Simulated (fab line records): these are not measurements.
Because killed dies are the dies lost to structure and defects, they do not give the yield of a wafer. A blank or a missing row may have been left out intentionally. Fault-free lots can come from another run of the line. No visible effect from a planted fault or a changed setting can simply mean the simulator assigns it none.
Split-lot experiment :: flow n5 finfet :: 21 wafers read from 7 lots, route of 1938 steps

== SPLIT DETAILS ==
At N5_BEOL_M15_PEB_26 (peb time 90 s), the setting peb temp c was moved away from the recipe's 130 C on 9 of the 21 wafers read, by -1.0% to +2.8%. All remaining wafers had this setting at the recipe value.

== FROM THE SPLIT TO THE READING: what the file shows between them, 2 steps ==
- N5_BEOL_M15_DEVELOP_27: develop time 45 s
- N5_BEOL_M15_HARDBAKE_32: time 120 s

== THE READING ==
At N5_BEOL_M15_CD_MEAS_28: cd nm in nanometres, against a target cd of 407.6 nm. Fault-free wafers of this fab line usually give 408.0 nm, standard deviation 1.5 nm.

wafer: L074.1
tool, chamber at the split: litho track-03, 0
peb temp c as run, C: 130
against the recipe: recipe
cd nm, nm: 407.4
against lot-mates on the recipe: -

wafer: L074.2
tool, chamber at the split: litho track-03, 0
peb temp c as run, C: 130
against the recipe: recipe
cd nm, nm: 407.8
against lot-mates on the recipe: -

wafer: L074.5
tool, chamber at the split: litho track-03, 0
peb temp c as run, C: 128.7
against the recipe: -1.0%
cd nm, nm: 402.1
against lot-mates on the recipe: -5.5

wafer: L076.3
tool, chamber at the split: litho track-04, 0
peb temp c as run, C: 130
against the recipe: recipe
cd nm, nm: 407.2
against lot-mates on the recipe: -

wafer: L076.4
tool, chamber at the split: litho track-04, 0
peb temp c as run, C: 130
against the recipe: recipe
cd nm, nm: 405.2
against lot-mates on the recipe: -

wafer: L076.6
tool, chamber at the split: litho track-04, 0
peb temp c as run, C: 133.6
against the recipe: +2.8%
cd nm, nm: 420.3
against lot-mates on the recipe: +14.1

wafer: L077.4
tool, chamber at the split: litho track-05, 0
peb temp c as run, C: 133.2
against the recipe: +2.5%
cd nm, nm: 420.2
against lot-mates on the recipe: +10.5

wafer: L077.5
tool, chamber at the split: litho track-05, 0
peb temp c as run, C: 130
against the recipe: recipe
cd nm, nm: 409.7
against lot-mates on the recipe: -

wafer: L077.6
tool, chamber at the split: litho track-05, 0
peb temp c as run, C: 133.2
against the recipe: +2.5%
cd nm, nm: 420.5
against lot-mates on the recipe: +10.8

wafer: L078.2
tool, chamber at the split: litho track-03, 0
peb temp c as run, C: 131.4
against the recipe: +1.1%
cd nm, nm: 414.4
against lot-mates on the recipe: no lot-mate on the recipe

wafer: L078.3
tool, chamber at the split: litho track-03, 0
peb temp c as run, C: 131.4
against the recipe: +1.1%
cd nm, nm: 416.3
against lot-mates on the recipe: no lot-mate on the recipe

wafer: L078.6
tool, chamber at the split: litho track-03, 0
peb temp c as run, C: 131.4
against the recipe: +1.1%
cd nm, nm: 415.9
against lot-mates on the recipe: no lot-mate on the recipe

wafer: L086.1
tool, chamber at the split: litho track-03, 0
peb temp c as run, C: 130
against the recipe: recipe
cd nm, nm: 409.8
against lot-mates on the recipe: -

wafer: L086.2
tool, chamber at the split: litho track-03, 0
peb temp c as run, C: 131.7
against the recipe: +1.3%
cd nm, nm: 416.3
against lot-mates on the recipe: +6.5

wafer: L086.3
tool, chamber at the split: litho track-03, 0
peb temp c as run, C: 131.7
against the recipe: +1.3%
cd nm, nm: 415.2
against lot-mates on the recipe: +5.4

wafer: L087.2
tool, chamber at the split: litho track-04, 0
peb temp c as run, C: 130
against the recipe: recipe
cd nm, nm: 408.3
against lot-mates on the recipe: -

wafer: L087.5
tool, chamber at the split: litho track-04, 0
peb temp c as run, C: 130
against the recipe: recipe
cd nm, nm: 407.8
against lot-mates on the recipe: -

wafer: L087.6
tool, chamber at the split: litho track-04, 0
peb temp c as run, C: 130
against the recipe: recipe
cd nm, nm: 410.0
against lot-mates on the recipe: -

wafer: L091.2
tool, chamber at the split: litho track-03, 0
peb temp c as run, C: 130
against the recipe: recipe
cd nm, nm: 407.8
against lot-mates on the recipe: -

wafer: L091.3
tool, chamber at the split: litho track-03, 0
peb temp c as run, C: 130
against the recipe: recipe
cd nm, nm: 409.3
against lot-mates on the recipe: -

wafer: L091.4
tool, chamber at the split: litho track-03, 0
peb temp c as run, C: 130
against the recipe: recipe
cd nm, nm: 409.2
against lot-mates on the recipe: -

THE FIT
A straight line over all 21 wafers: cd nm changes by +5.05 nm for each +1% of peb temp c; r = +0.96; the points scatter about the line by 1.5 nm.
The same after taking each lot's own level away (the mean of its wafers on the recipe; 18 wafers): +4.69 nm for each +1%; r = +0.99; scatter 0.8 nm.
On that fit, the largest move of peb temp c shifts the reading by 13 nm.
The lots' own levels span 406.20 to 409.80 nm, that is 2.4 times the standard deviation above.
Hence the lot-to-lot level has little effect on the slope; both slopes agree.
Check: for one of the wafers moved furthest among these (+2.8%), held out of the fit, the line's prediction against its lot-mates is +12.3 nm. Against them it came out at +14.1 nm.

== ADDITIONAL SPLITS CARRIED BY THESE WAFERS ==
Other splits were also applied to these wafers ahead of the reading. Each is held against what the fit with the lots' levels taken away leaves over:
other split on the same wafers: N5_BEOL_M13_COAT_04 spin rpm
wafers away from the commonest value: 7
r with cd nm (lot level and that fit taken away): +0.05

other split on the same wafers: N5_BEOL_M13_SPUTTER_43 power w
wafers away from the commonest value: 7
r with cd nm (lot level and that fit taken away): +0.15

other split on the same wafers: N5_BEOL_M14_ILD_DEP_00 time s
wafers away from the commonest value: 8
r with cd nm (lot level and that fit taken away): -0.65

== THE WHOLE CHAIN: every reading that the file lists as answering this split, in the file's order ==
step: N5_BEOL_M15_CD_MEAS_28
what it does: target cd 407.6 nm
reading: cd nm
change (the file's fit): +4.78 nm for each +1% of the setting
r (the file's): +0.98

step: N5_BEOL_M15_DESCUM_33
what it does: chemistry O2, time 7.9 s
reading: BEOL_M15.cd nm (the simulator's own value, which no gauge read)
change (the file's fit): +4.85 nm for each +1% of the setting
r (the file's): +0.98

step: N5_BEOL_M15_ETCH_61
what it does: etches BARC in N2/H2, target depth 89 nm, overetch 26.7 nm, time 67.9 s
reading: BEOL_M15.cd nm (the simulator's own value, which no gauge read)
change (the file's fit): +4.74 nm for each +1% of the setting
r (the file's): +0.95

step: N5_BEOL_M15_TRENCH_ETCH_34
what it does: etches SiO2 in C4F8/O2/Ar, target depth 872.93 nm, time 199 s
reading: BEOL_M15.cd nm (the simulator's own value, which no gauge read)
change (the file's fit): +4.88 nm for each +1% of the setting
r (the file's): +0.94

== THE FILE'S OWN FIT ==
cd nm changes by +4.78 nm for each +1% of peb temp c, r = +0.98.
